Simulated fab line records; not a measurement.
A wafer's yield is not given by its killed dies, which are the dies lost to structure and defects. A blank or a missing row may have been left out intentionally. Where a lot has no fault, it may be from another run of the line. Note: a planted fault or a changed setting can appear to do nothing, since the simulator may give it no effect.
One fault seen from 2 desks ; flow n5 finfet ; numbers are kept per desk, each desk with only its own; the story behind them comes last

== THE TOOL OWNER'S DESK: litho track-05 ==
The tool's own readings at N5_BEOL_M4_COAT_05 (resist thk 30 nm): means of the sampled wafers that have a number, for each lot that ran on this tool. The brackets show how far a lot's mean lies from the usual mean; more than 4 standard deviations puts the lot out of limits, marked OUT.
Columns: A = spin speed rpm at N5_BEOL_M4_COAT_05, usual 1500.0 rpm
lot;first seen here;A
L707;day 8 09:50;1501.0
L709;day 9 00:15;1500.1
L712;day 9 12:00;1369.8 (-99 or more) OUT
L714;day 9 15:52;1368.8 (-99 or more) OUT
L725;day 13 03:04;1499.1
This desk's finding: out of limits on L712, L714; first on L712, day 9 12:00 (spin speed rpm at N5_BEOL_M4_COAT_05). Within limits: L707, L709, L725.

== THE METROLOGY DESK ==
Means of the sampled wafers that have a number, per lot and without regard to the tool the lot ran on: this is what the gauges read. The brackets show how far a lot's mean lies from the usual mean; more than 4 standard deviations puts the lot out of limits, marked OUT. Shown here are 7 of its 10 readings, the ones lying furthest out on some lot.
Columns: A = DIBL_P at N5_BEOL_M4_RC_MEAS_101, usual 36.3 mV/V; B = IOFF_N at N5_BEOL_M4_RC_MEAS_101, usual 0.163 nA/um; C = IOFF_P at N5_BEOL_M4_RC_MEAS_101, usual 0.21 nA/um; D = ION_N at N5_BEOL_M4_RC_MEAS_101, usual 673 uA/um; E = ION_P at N5_BEOL_M4_RC_MEAS_101, usual 461 uA/um; F = SS_P at N5_BEOL_M4_RC_MEAS_101, usual 73.3 mV/dec; G = VT_P at N5_BEOL_M4_RC_MEAS_101, usual -250 mV
lot;first seen here;A;B;C;D;E;F;G
L705;day 8 02:40;37.5;0.182;0.22;675;458;73.0;-249
L707;day 8 18:12;36.3;0.162;0.18;676;452;73.0;-254
L708;day 9 00:22;36.1;0.149;0.24;665;466;73.2;-246
L709;day 9 09:47;38.9;0.199;0.25;680;462;74.1;-250
L712;day 9 20:26;36.7;0.163;0.23;670;464;73.5;-247
L714;day 10 02:36;36.9;0.177;0.23;690;469;73.3;-249
L722;day 11 22:14;35.4;0.152;0.18;668;455;72.9;-255
L721;day 12 02:36;36.3;0.158;0.20;680;465;72.7;-250
L726;day 13 12:08;31.6;0.128;0.15;668;450;72.5;-257
L725;day 13 15:14;35.0;0.142;0.20;664;457;72.8;-249
This desk's finding: nothing out of limits on any of the 10 lots.

== PUT TOGETHER ==
An alarm could have come from the tool owner's desk at day 9 12:00, on L712, L714.
The metrology desk saw nothing out of limits.
The metrology desk holds a record of L712, L714, inside its limits.
On litho track-05, each named lot ran N5_BEOL_M4_COAT_05.

== WHAT WAS PUT IN BY THE SIMULATOR ==
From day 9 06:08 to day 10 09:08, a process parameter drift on litho track-05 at N5_BEOL_M4_COAT_05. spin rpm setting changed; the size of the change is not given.
Shown lots that were struck: L712, L714.
Each desk's first reading out of limits, in hours after the fault started: the tool owner's desk, 6.
